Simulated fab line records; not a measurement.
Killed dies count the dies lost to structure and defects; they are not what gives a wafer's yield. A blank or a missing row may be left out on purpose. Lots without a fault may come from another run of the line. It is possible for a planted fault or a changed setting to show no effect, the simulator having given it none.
Chamber matching | flow nandHarc | pecvd-01 running NHARC_A_STAIRCASE_DEP_471: 3 sister chambers
The step deposits SiO2, target thk 100 nm. 3 wafers are shown with their chamber, then 9 later ones without.

== WAFERS WITH THEIR CHAMBER ==
wafer  | chamber | throttleValvePct (%)
L080.4 | 0       | 16.2
L087.1 | 2       | 16.3
L089.5 | 1       | 15.2

== WAFERS WITH NO CHAMBER GIVEN ==
wafer  | throttleValvePct (%)
L090.1 | 15.3
L090.3 | 16.4
L090.6 | 16.4
L093.4 | 15.6
L093.5 | 16.0
L093.6 | 15.1
L097.1 | 15.2
L097.2 | 16.1
L097.6 | 16.1

== WHICH CHAMBER EACH WENT THROUGH ==
wafer  | from the rows above          | in truth
L090.1 | 1                            | 1
L090.3 | can't be placed: 2 or 0      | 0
L090.6 | can't be placed: 2 or 0      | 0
L093.4 | can't be placed: 1 or 0 or 2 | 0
L093.5 | can't be placed: 0 or 2      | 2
L093.6 | 1                            | 1
L097.1 | 1                            | 1
L097.2 | can't be placed: 0 or 2      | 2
L097.6 | can't be placed: 0 or 2      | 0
Correctly placed: 3 of 9. Not placeable from these rows: 6 (in 6, the candidates include the true chamber). Wrongly placed: 0.
How it was worked out, from the rows above alone: a wafer's distance from a chamber is the root of the sum, over the readings, of the square of ((its reading less the chamber's mean) divided by the reading's scatter). If the next closest chamber is less than 2 further off than the closest, the wafer can't be placed; otherwise it belongs to the closest. Each chamber's mean is taken over the wafers shown for it. The scatter: root of mean squared gap, hidden wafer to nearest shown wafer, with one shown wafer a chamber.
